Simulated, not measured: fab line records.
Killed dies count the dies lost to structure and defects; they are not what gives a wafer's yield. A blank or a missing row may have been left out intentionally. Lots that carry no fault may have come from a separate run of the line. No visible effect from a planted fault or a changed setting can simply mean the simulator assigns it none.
Chamber matching    flow n5 finfet    rie diel-05 running N5_BEOL_M3_STRIP_66: 4 sister chambers
The step strips in CF4. 20 wafers are shown with their chamber, then 9 later ones without.

EACH WAFER AND ITS CHAMBER
wafer   chamber  drypump motor current A (A)  showerhead plenum p Torr (Torr)  throttle valve pct (%)
L074.2  2        6.7                          1.88                             13.15
L074.4  1        6.1                          1.90                             13.36
L078.1  0        5.6                          1.67                             13.52
L078.3  2        6.7                          1.88                             13.15
L078.6  3        5.8                          1.85                             13.43
L079.3  2        6.7                          1.88                             13.18
L079.5  1        6.1                          1.90                             13.35
L079.6  0        5.6                          1.67                             13.52
L080.1  3        5.8                          1.84                             13.44
L080.4  2        6.7                          1.88                             13.17
L080.5  0        5.6                          1.67                             13.52
L084.3  3        5.8                          1.84                             13.45
L084.4  2        6.7                          1.87                             13.18
L084.5  2        6.7                          1.87                             13.17
L085.2  3        5.8                          1.84                             13.45
L085.3  2        6.7                          1.87                             13.20
L085.6  1        6.0                          1.90                             13.39
L090.1  0        5.6                          1.67                             13.54
L090.4  1        6.1                          1.89                             13.39
L090.6  3        5.8                          1.84                             13.46

SIGNATURES (means of the wafers above)
reading                   chamber 0  chamber 1  chamber 2  chamber 3  scatter within a chamber
drypump motor current A   5.600      6.075      6.700      5.800      0.0217
showerhead plenum p Torr  1.6700     1.8975     1.8757     1.8420     0.00452
throttle valve pct        13.5250    13.3725    13.1714    13.4460    0.0158
Rule: a wafer's distance from a chamber is the root of the sum, over the readings, of the square of ((its reading less the chamber's mean) divided by the reading's scatter). If the next closest chamber is less than 2 further off than the closest, the wafer can't be placed; otherwise it belongs to the closest. The scatter: take each reading less its chamber's mean, square it, sum over the shown wafers, divide by the number of wafers less the number of chambers, and take the root.

WAFERS MISSING THEIR CHAMBER
wafer   drypump motor current A (A)  showerhead plenum p Torr (Torr)  throttle valve pct (%)
L091.1  6.7                          1.87                             13.20
L091.3  6.1                          1.89                             13.43
L091.4  5.8                          1.84                             13.47
L089.1  5.8                          1.84                             13.46
L089.4  6.7                          1.87                             13.23
L089.6  5.8                          1.84                             13.47
L093.1  5.8                          1.84                             13.48
L093.5  6.1                          1.89                             13.41
L093.6  6.8                          1.87                             13.20

EACH ONE'S CHAMBER
wafer   from the rows above  in truth
L091.1  2                    2
L091.3  1                    1
L091.4  3                    3
L089.1  3                    3
L089.4  2                    2
L089.6  3                    3
L093.1  3                    3
L093.5  1                    1
L093.6  2                    2
Placed correctly: 9 of 9. Not placeable from these rows: 0. 0 placed wrongly.
